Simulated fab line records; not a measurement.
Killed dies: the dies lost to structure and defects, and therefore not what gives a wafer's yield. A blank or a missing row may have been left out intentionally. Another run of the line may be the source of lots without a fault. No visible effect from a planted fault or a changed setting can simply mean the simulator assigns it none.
Split-lot trial || flow n5Finfet || route with 1938 steps; 7 lots, 39 wafers read

## ABOUT THE SPLIT
At N5_GATE_CUT_ETCH_58 (etches SiNx in CH3F/O2, target depth 17 nm, time 128.6 s), the setting targetDepthA was moved away from the recipe's 170 angstrom on 12 of the 39 wafers read, by -11.3% to +9.7%. This setting was run at the recipe's value on the other wafers.

The split's own step is where the reading is taken.

## THE READING
etch.depthNm (the simulator's own value, which no gauge read), in nm, at N5_GATE_CUT_ETCH_58 (etches SiNx in CH3F/O2, target depth 17 nm, time 128.6 s). There is no usual value for it anywhere in the file. The 27 wafers here that ran the recipe average 16.76 nm, standard deviation 0.22 nm.

{"wafer": "L075.1", "tool, chamber at the split": "rieDiel-02, 2", "targetDepthA as run, angstrom": 170, "against the recipe": "recipe", "etch.depthNm, nm": 16.7, "against lot-mates on the recipe": "-"}
{"wafer": "L075.2", "tool, chamber at the split": "rieDiel-02, 1", "targetDepthA as run, angstrom": 170, "against the recipe": "recipe", "etch.depthNm, nm": 16.6, "against lot-mates on the recipe": "-"}
{"wafer": "L075.3", "tool, chamber at the split": "rieDiel-02, 3", "targetDepthA as run, angstrom": 150.8, "against the recipe": "-11.3%", "etch.depthNm, nm": 14.67, "against lot-mates on the recipe": -1.96}
{"wafer": "L075.4", "tool, chamber at the split": "rieDiel-02, 0", "targetDepthA as run, angstrom": 150.8, "against the recipe": "-11.3%", "etch.depthNm, nm": 15.22, "against lot-mates on the recipe": -1.41}
{"wafer": "L075.5", "tool, chamber at the split": "rieDiel-02, 2", "targetDepthA as run, angstrom": 170, "against the recipe": "recipe", "etch.depthNm, nm": 16.58, "against lot-mates on the recipe": "-"}
{"wafer": "L075.6", "tool, chamber at the split": "rieDiel-02, 1", "targetDepthA as run, angstrom": 150.8, "against the recipe": "-11.3%", "etch.depthNm, nm": 14.82, "against lot-mates on the recipe": -1.81}
{"wafer": "L084.1", "tool, chamber at the split": "rieDiel-05, 3", "targetDepthA as run, angstrom": 170, "against the recipe": "recipe", "etch.depthNm, nm": 16.61, "against lot-mates on the recipe": "-"}
{"wafer": "L084.2", "tool, chamber at the split": "rieDiel-05, 0", "targetDepthA as run, angstrom": 170, "against the recipe": "recipe", "etch.depthNm, nm": 16.96, "against lot-mates on the recipe": "-"}
{"wafer": "L084.3", "tool, chamber at the split": "rieDiel-05, 2", "targetDepthA as run, angstrom": 170, "against the recipe": "recipe", "etch.depthNm, nm": 16.88, "against lot-mates on the recipe": "-"}
{"wafer": "L084.4", "tool, chamber at the split": "rieDiel-05, 1", "targetDepthA as run, angstrom": 170, "against the recipe": "recipe", "etch.depthNm, nm": 16.98, "against lot-mates on the recipe": "-"}
{"wafer": "L084.5", "tool, chamber at the split": "rieDiel-05, 0", "targetDepthA as run, angstrom": 170, "against the recipe": "recipe", "etch.depthNm, nm": 17.04, "against lot-mates on the recipe": "-"}
{"wafer": "L084.6", "tool, chamber at the split": "rieDiel-05, 3", "targetDepthA as run, angstrom": 170, "against the recipe": "recipe", "etch.depthNm, nm": 16.68, "against lot-mates on the recipe": "-"}
{"wafer": "L085.1", "tool, chamber at the split": "rieDiel-02, 3", "targetDepthA as run, angstrom": 153.6, "against the recipe": "-9.6%", "etch.depthNm, nm": 15.06, "against lot-mates on the recipe": -1.71}
{"wafer": "L085.2", "tool, chamber at the split": "rieDiel-02, 2", "targetDepthA as run, angstrom": 153.6, "against the recipe": "-9.6%", "etch.depthNm, nm": 15.02, "against lot-mates on the recipe": -1.75}
{"wafer": "L085.3", "tool, chamber at the split": "rieDiel-02, 1", "targetDepthA as run, angstrom": 170, "against the recipe": "recipe", "etch.depthNm, nm": 16.55, "against lot-mates on the recipe": "-"}
{"wafer": "L085.4", "tool, chamber at the split": "rieDiel-02, 0", "targetDepthA as run, angstrom": 170, "against the recipe": "recipe", "etch.depthNm, nm": 17.18, "against lot-mates on the recipe": "-"}
{"wafer": "L085.5", "tool, chamber at the split": "rieDiel-02, 3", "targetDepthA as run, angstrom": 170, "against the recipe": "recipe", "etch.depthNm, nm": 16.57, "against lot-mates on the recipe": "-"}
{"wafer": "L085.6", "tool, chamber at the split": "rieDiel-02, 0", "targetDepthA as run, angstrom": 153.6, "against the recipe": "-9.6%", "etch.depthNm, nm": 15.6, "against lot-mates on the recipe": -1.17}
{"wafer": "L091.1", "tool, chamber at the split": "rieDiel-05, 0", "targetDepthA as run, angstrom": 170, "against the recipe": "recipe", "etch.depthNm, nm": 17.19, "against lot-mates on the recipe": "-"}
{"wafer": "L091.2", "tool, chamber at the split": "rieDiel-05, 3", "targetDepthA as run, angstrom": 170, "against the recipe": "recipe", "etch.depthNm, nm": 16.64, "against lot-mates on the recipe": "-"}
{"wafer": "L091.3", "tool, chamber at the split": "rieDiel-05, 1", "targetDepthA as run, angstrom": 186.5, "against the recipe": "+9.7%", "etch.depthNm, nm": 18.69, "against lot-mates on the recipe": "+1.85"}
{"wafer": "L091.4", "tool, chamber at the split": "rieDiel-05, 2", "targetDepthA as run, angstrom": 186.5, "against the recipe": "+9.7%", "etch.depthNm, nm": 18.91, "against lot-mates on the recipe": "+2.07"}
{"wafer": "L091.5", "tool, chamber at the split": "rieDiel-05, 3", "targetDepthA as run, angstrom": 170, "against the recipe": "recipe", "etch.depthNm, nm": 16.7, "against lot-mates on the recipe": "-"}
{"wafer": "L091.6", "tool, chamber at the split": "rieDiel-05, 0", "targetDepthA as run, angstrom": 186.5, "against the recipe": "+9.7%", "etch.depthNm, nm": 18.71, "against lot-mates on the recipe": "+1.87"}
{"wafer": "L092.1", "tool, chamber at the split": "rieDiel-05, 0", "targetDepthA as run, angstrom": 170, "against the recipe": "recipe", "etch.depthNm, nm": 17.02, "against lot-mates on the recipe": "-"}
{"wafer": "L092.2", "tool, chamber at the split": "rieDiel-05, 1,2", "targetDepthA as run, angstrom": 170, "against the recipe": "recipe", "etch.depthNm, nm": 16.96, "against lot-mates on the recipe": "-"}
{"wafer": "L092.6", "tool, chamber at the split": "rieDiel-05, 1,2", "targetDepthA as run, angstrom": 170, "against the recipe": "recipe", "etch.depthNm, nm": 16.96, "against lot-mates on the recipe": "-"}
{"wafer": "L092.3", "tool, chamber at the split": "rieDiel-05, 2", "targetDepthA as run, angstrom": 170, "against the recipe": "recipe", "etch.depthNm, nm": 17.05, "against lot-mates on the recipe": "-"}
{"wafer": "L092.4", "tool, chamber at the split": "rieDiel-05, 3", "targetDepthA as run, angstrom": 170, "against the recipe": "recipe", "etch.depthNm, nm": 16.52, "against lot-mates on the recipe": "-"}
{"wafer": "L092.5", "tool, chamber at the split": "rieDiel-05, 3", "targetDepthA as run, angstrom": 170, "against the recipe": "recipe", "etch.depthNm, nm": 16.7, "against lot-mates on the recipe": "-"}
{"wafer": "L095.1", "tool, chamber at the split": "rieDiel-02, 3", "targetDepthA as run, angstrom": 170, "against the recipe": "recipe", "etch.depthNm, nm": 16.56, "against lot-mates on the recipe": "-"}
{"wafer": "L095.2", "tool, chamber at the split": "rieDiel-02, 2", "targetDepthA as run, angstrom": 170, "against the recipe": "recipe", "etch.depthNm, nm": 16.38, "against lot-mates on the recipe": "-"}
{"wafer": "L095.4", "tool, chamber at the split": "rieDiel-02, 1", "targetDepthA as run, angstrom": 170, "against the recipe": "recipe", "etch.depthNm, nm": 16.69, "against lot-mates on the recipe": "-"}
{"wafer": "L097.1", "tool, chamber at the split": "rieDiel-05, 0", "targetDepthA as run, angstrom": 156.7, "against the recipe": "-7.8%", "etch.depthNm, nm": 15.76, "against lot-mates on the recipe": -0.87}
{"wafer": "L097.2", "tool, chamber at the split": "rieDiel-05, 1", "targetDepthA as run, angstrom": 156.7, "against the recipe": "-7.8%", "etch.depthNm, nm": 15.47, "against lot-mates on the recipe": -1.16}
{"wafer": "L097.3", "tool, chamber at the split": "rieDiel-05, 3", "targetDepthA as run, angstrom": 170, "against the recipe": "recipe", "etch.depthNm, nm": 16.47, "against lot-mates on the recipe": "-"}
{"wafer": "L097.4", "tool, chamber at the split": "rieDiel-05, 2", "targetDepthA as run, angstrom": 170, "against the recipe": "recipe", "etch.depthNm, nm": 16.76, "against lot-mates on the recipe": "-"}
{"wafer": "L097.5", "tool, chamber at the split": "rieDiel-05, 2", "targetDepthA as run, angstrom": 156.7, "against the recipe": "-7.8%", "etch.depthNm, nm": 15.48, "against lot-mates on the recipe": -1.15}
{"wafer": "L097.6", "tool, chamber at the split": "rieDiel-05, 1", "targetDepthA as run, angstrom": 170, "against the recipe": "recipe", "etch.depthNm, nm": 16.66, "against lot-mates on the recipe": "-"}
If several chambers appear in one row, that row covers several wafers at once and the file leaves open which wafer was in which chamber.

FIT RESULTS
A straight line over all 39 wafers: etch.depthNm changes by +0.175 nm for each +1% of targetDepthA; r = +0.97; the points scatter about the line by 0.24 nm.
The same after taking each lot's own level away (the mean of its wafers on the recipe; 39 wafers): +0.166 nm for each +1%; r = +0.97; scatter 0.22 nm.
The reading moves by 1.9 nm for the largest change in targetDepthA, on that fit.
The lots' own levels span 16.543 to 16.868 nm, that is 1.5 times the standard deviation above.
So the lot-to-lot level changes the slope little: the two slopes agree.
Check: -1.8 nm against its lot-mates is what the line predicts for one of the wafers moved furthest among these (-11.3%) when that wafer is left out of the fit. It came out at -1.96 nm against them.

## THE OTHER SPLITS THESE WAFERS WENT THROUGH
Before the reading, these wafers also passed through other splits. Each is held against what the fit with the lots' levels taken away leaves over:
{"other split on the same wafers": "N5_WELL_APT_EPI_41 timeS", "wafers away from the commonest value": 18, "r with etch.depthNm (lot level and that fit taken away)": -0.17}
{"other split on the same wafers": "N5_PMOS_HMC_CHANNEL_EPI_EPI_20 pressureTorr", "wafers away from the commonest value": 18, "r with etch.depthNm (lot level and that fit taken away)": -0.01}
{"other split on the same wafers": "N5_DUMMY_GATE_ETCH_32 timeS", "wafers away from the commonest value": 15, "r with etch.depthNm (lot level and that fit taken away)": -0.02}
{"other split on the same wafers": "N5_SD_EPI_N_EPI_21 tempC", "wafers away from the commonest value": 9, "r with etch.depthNm (lot level and that fit taken away)": -0.01}
{"other split on the same wafers": "N5_SD_EPI_N_LINER_46 targetThkA", "wafers away from the commonest value": 15, "r with etch.depthNm (lot level and that fit taken away)": "+0.13"}

## FILE'S OWN FIT
etch.depthNm changes by +0.163 nm for each +1% of targetDepthA, r = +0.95.
